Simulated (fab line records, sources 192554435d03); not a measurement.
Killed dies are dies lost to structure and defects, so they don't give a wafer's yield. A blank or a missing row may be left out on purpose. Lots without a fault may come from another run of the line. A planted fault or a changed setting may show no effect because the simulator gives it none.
Chamber matching | flow n5_finfet | N5_FIN_SAQP_ETCH_57 on rie_diel-05: 4 sister chambers
The step etches SiNx in CH3F/O2, target depth 32.5 nm, time 46.4 s. 4 wafers are shown with their chamber, then 7 later ones without.

WAFERS WITH THEIR CHAMBER
wafer  | chamber | drypump_motor_current_A (A)
L085.3 | 2       | 6.15
L087.6 | 1       | 5.81
L093.1 | 0       | 5.57
L093.2 | 3       | 5.84

WAFERS WITHOUT THEIR CHAMBER
wafer  | drypump_motor_current_A (A)
L093.4 | 5.81
L094.1 | 5.92
L094.2 | 6.14
L094.3 | 5.81
L096.3 | 5.78
L096.5 | 5.59
L096.6 | 5.80

WHICH CHAMBER EACH WENT THROUGH
wafer  | from the rows above     | in truth
L093.4 | can't be placed: 1 or 3 | 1
L094.1 | can't be placed: 3 or 1 | 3
L094.2 | 2                       | 2
L094.3 | can't be placed: 1 or 3 | 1
L096.3 | can't be placed: 1 or 3 | 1
L096.5 | 0                       | 0
L096.6 | can't be placed: 1 or 3 | 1
Placed correctly: 2 of 7. Can't be placed from these rows: 5 (the true chamber is among the candidates in 5). Placed wrongly: 0.
How it was worked out, from the rows above alone: a wafer's distance from a chamber is the root of the sum, over the readings, of the square of ((its reading less the chamber's mean) divided by the reading's scatter). The wafer belongs to the nearest chamber; if the next one is less than 2 further off, it can't be placed. A chamber's mean is the mean of its shown wafers. The scatter: with one shown wafer a chamber, the root of the mean of the squares of how far each hidden wafer lies from its nearest shown one.
